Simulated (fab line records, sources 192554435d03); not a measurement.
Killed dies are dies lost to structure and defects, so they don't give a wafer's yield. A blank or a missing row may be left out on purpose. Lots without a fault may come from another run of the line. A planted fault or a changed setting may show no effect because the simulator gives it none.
A struck lot beside a sound one | flow n5_finfet | 43 steps out of a route of 1938
Sound: wafers L211.2, L211.4, L211.6. Struck: wafers L217.1, L217.2, L217.4. The cause comes at the end.
At each step with rows: each side's tool, then ch and its chambers, then its first start. Under that, the readings that differ: sound wafers | struck wafers | difference of the means | sigmas: that difference in standard deviations of wafers without a fault.
alike: readings whose means differ by less than 2 such deviations, and words and numbers that are the same on both sides. not compared: withheld readings, readings that some wafer has no value for, bounds like >300 that may hide the same value, and numbers for which the record gives no deviation and whose values overlap.
The two part at a step that has a row with sigmas, a row that says differs or no value, or rows on one side only. Numbers that don't overlap but have no deviation are shown without sigmas and don't part them. A reading that every wafer of one side lacks parts them only if that side has two wafers or more.

first, 1 step without rows for these wafers: N5_SD_EPI_P_STRIP_38 (strips in N2/H2).
N5_SD_EPI_P_ETCHBACK_46: etches SiNx in CH3F/O2, stops on SiO2, target depth 17.5 nm.
  sound on rie_diel-06 ch 0,3, day 3 14:11; struck on rie_diel-06 ch 0,1,2, day 5 05:17
  alike: O2_flow_sccm, chamber_pressure_mTorr, drypump_motor_current_A, oes_o_777_au, oes_product_au, rf_vpp_V, showerhead_plenum_p_Torr, throttle_valve_pct
  not compared: rf_hours_counter_h
then, 1 step without rows for these wafers: N5_SD_EPI_P_ETCH_47 (etches SiOCN in CH3F/O2, target depth 25 nm).
N5_SD_EPI_P_ETCH_16: etches SiO2 in CHF3/O2, target depth 5 nm.
  sound on rie_diel-06 ch 0,3, day 3 14:23; struck on rie_diel-06 ch 0,1,2, day 5 05:29
  alike: O2_flow_sccm, chamber_pressure_mTorr, drypump_motor_current_A, oes_o_777_au, oes_product_au, rf_vpp_V, showerhead_plenum_p_Torr, throttle_valve_pct
  not compared: rf_hours_counter_h
then, 8 steps without rows for these wafers: N5_SD_EPI_P_STRIP_50 (strips in CHF3/O2); N5_SD_EPI_P_SD_RECESS_17 (chemistry HBr/Cl2/O2, target depth 39.1 nm, bt time 3 s); N5_SD_EPI_P_WET_ETCH_45 (etches SiO2 in dHF, time 10.7 s, target depth 2 nm, rinse time 30 s); N5_SD_EPI_P_STRIP_40 (strips in N2/H2); N5_SD_EPI_P_PRECLEAN_52 (cleans in O3/DIW, time 60 s); N5_SD_EPI_P_SRD_20 (time 30 s); N5_SD_EPI_P_PRECLEAN_51 (cleans in NF3:NH3, afs cycles 1, time 20 s, sublimation time 60 s); N5_SD_EPI_P_VAPOR_ETCH_44 (etches SiGe30 in NF3/Ar, time 3.3 s).
N5_SD_EPI_P_EPI_21: deposits SiGe:B, time 355 s.
  sound on epi_rpcvd-04 ch 0, day 3 15:43; struck on epi_rpcvd-02 ch 0, day 5 06:20
  reading                                     | sound          | struck               | difference | sigmas
  epi_growth_time_s (s)                       | 355 355 355    | 483.17 483.17 483.17 | +128.17    |
  model.SiGe-B_of_SD_EPI_P_EPI_21.thk_nm (nm) | 60.6 59.8 59.8 | 74.8 74.8 75.2       | +14.9      |
N5_SD_EPI_P_EPI_MEAS_23:
  sound on film_metro-01, day 3 18:09; struck on film_metro-02, day 5 09:17
  reading     | sound          | struck         | difference | sigmas
  thk_nm (nm) | 60.6 60.1 61.4 | 74.6 74.0 75.8 | +14.1      | +12
then, 6 steps without rows for these wafers: N5_SD_EPI_P_HM_STRIP_48 (strips SiNx in H3PO4, material SiNx, target depth 3 nm); N5_SD_EPI_P_SRD_49 (time 30 s); N5_SD_EPI_P_PRECLEAN_24 (cleans in O3/DIW, time 45 s); N5_SD_EPI_P_PRECLEAN_32 (cleans in dHF, time 10 s); N5_SD_EPI_P_PRECLEAN_33 (cleans in SC2, time 45 s); N5_SD_EPI_P_SRD_25 (time 30 s).
N5_SD_EPI_P_INSPECT_26: inspects for defects (darkfield).
  sound on defect_inspect-02, day 3 18:19; struck on defect_inspect-02, day 5 09:27
  alike: raw_defect_count
N5_SD_ACTIVATION_RTA_00: time 0 s.
  sound on rtp_anneal-02 ch 0, day 3 18:25; struck on rtp_anneal-02 ch 0, day 5 09:34
  alike: lamp_power_pct, wafer_temp_C_max
N5_SD_ACTIVATION_LSA_01: time 0.0008 s.
  sound on laser_anneal-02 ch 0, day 3 18:37; struck on laser_anneal-02 ch 0, day 5 09:46
  alike: wafer_temp_C_max
N5_SD_ACTIVATION_RS_MEAS_03: measures by four-point-probe.
  sound on film_metro-01, day 3 18:50; struck on film_metro-01, day 5 09:59
  reading          | sound             | struck            | difference | sigmas
  RS_SD_N (ohm/sq) | 21.58 21.32 21.43 | 22.34 22.46 22.31 | +0.93      | +3
  RS_SD_P (ohm/sq) | 56.9 56.5 57.2    | 45.8 46.2 46.0    | -10.9      | -13
N5_SD_ACTIVATION_INSPECT_02: inspects for defects (darkfield).
  sound on defect_inspect-01, day 3 19:08; struck on defect_inspect-01, day 5 10:18
  alike: raw_defect_count
then, 4 steps without rows for these wafers: N5_ILD0_LINER_00 (material SiNx, target thk 4 nm, pulse time 1 s, purge time 2 s); N5_ILD0_FCVD_FILL_01 (material SiO2 flowable, target thk 200 nm, time 328.3 s); N5_ILD0_CURE_02 (time 1800 s); N5_ILD0_CMP_03 (polishes, stops on SiNx, t overpolish 1.9 s, target thk 197.38 nm).
N5_ILD0_THK_MEAS_04:
  sound on film_metro-01, day 3 21:57; struck on film_metro-02, day 5 13:01
  alike: thk_nm
then, 1 step without rows for these wafers: N5_ILD0_CMP_07 (polishes SiO2 flowable, stops on poly-Si, t overpolish 1.18 s, target thk 138.88 nm).
N5_ILD0_THK_MEAS_08:
  sound on film_metro-01, day 3 22:16; struck on film_metro-01, day 5 13:20
  alike: thk_nm
then, 3 steps without rows for these wafers: N5_ILD0_PRECLEAN_10 (cleans in NF3:NH3, afs cycles 5, time 20 s, sublimation time 60 s); N5_ILD0_ALD_15 (deposits SiNx, target thk 24 nm, pulse time 1 s, ald cycles 480); N5_ILD0_CMP_12 (polishes SiNx, stops on poly-Si, t overpolish 6 s, target thk 17.67 nm).
N5_ILD0_THK_MEAS_13:
  sound on film_metro-01, day 4 01:29; struck on film_metro-01, day 5 16:33
  alike: thk_nm
N5_ILD0_INSPECT_06: inspects for defects (darkfield).
  sound on defect_inspect-01, day 4 01:31; struck on defect_inspect-01, day 5 16:34
  alike: raw_defect_count
N5_SDB_HM_DEP_00: deposits SiNx from SiH4/NH3/N2, target thk 40 nm, time 35.3 s.
  sound on pecvd-01 ch 0,1,2, day 4 01:32; struck on pecvd-02 ch 0,1, day 5 16:37
  alike: heater_power_w, showerhead_plenum_p_Torr, throttle_valve_pct
then, 3 steps without rows for these wafers: N5_SDB_COAT_03 (time 60 s, resist thk 100 nm); N5_SDB_COAT_04 (time 60 s, resist thk 18 nm); N5_SDB_COAT_05 (resist thk 90 nm).
N5_MOL_CONTACT_COAG_ETCH_110: etches Si in CF4/O2, target depth 2.5 nm, time 8 s.
  sound on rie_diel-05 ch 0,1, day 5 00:30; struck on rie_diel-02 ch 0,2,3, day 6 15:17
  reading                                     | sound      | struck         | difference | sigmas
  model.SiGe-B_of_SD_EPI_P_EPI_21.thk_nm (nm) | 57.8 57 57 | 71.4 71.2 71.6 | +14.1      |
  alike: O2_flow_sccm, chamber_pressure_mTorr, drypump_motor_current_A, oes_o_777_au, oes_product_au, rf_vpp_V, showerhead_plenum_p_Torr, throttle_valve_pct
  not compared: rf_hours_counter_h
-- the record jumps here: 4 days lie between the struck wafers' starts before and after (it left off in module MOL_CONTACT_COAG and takes up again in module BEOL_M4, whose first step shown is number 1111 of the route) --
N5_BEOL_M4_RC_MEAS_101:
  sound on prober-02 ch 0, day 8 21:24; struck on prober-02 ch 0, day 10 07:34
  reading          | sound          | struck         | difference | sigmas
  DIBL_N (mV/V)    | 29.5 31.8 34.0 | 36.6 38.8 38.0 | +6.0       | +2
  IOFF_P (nA/um)   | 0.13 0.14 0.18 | 0.26 0.26 0.27 | +0.11      | +2
  ION_N (uA/um)    | 638 651 647    | 684 683 671    | +34        | +2
  ION_P (uA/um)    | 444 447 447    | 485 469 474    | +30        | +3
  RS_SD_P (ohm/sq) | 66.1 67.5 67.0 | 53.8 54.3 53.6 | -13.0      | -13
  VT_N (mV)        | 261 258 257    | 249 248 250    | -10        | -2
  VT_P (mV)        | -259 -258 -257 | -245 -245 -247 | +12        | +3
  alike: DIBL_P, IOFF_N, SS_N, SS_P

WHERE THEY PART
First at N5_SD_EPI_P_EPI_MEAS_23; last, within this record, at N5_BEOL_M4_RC_MEAS_101.

WHY: what the simulator had put in
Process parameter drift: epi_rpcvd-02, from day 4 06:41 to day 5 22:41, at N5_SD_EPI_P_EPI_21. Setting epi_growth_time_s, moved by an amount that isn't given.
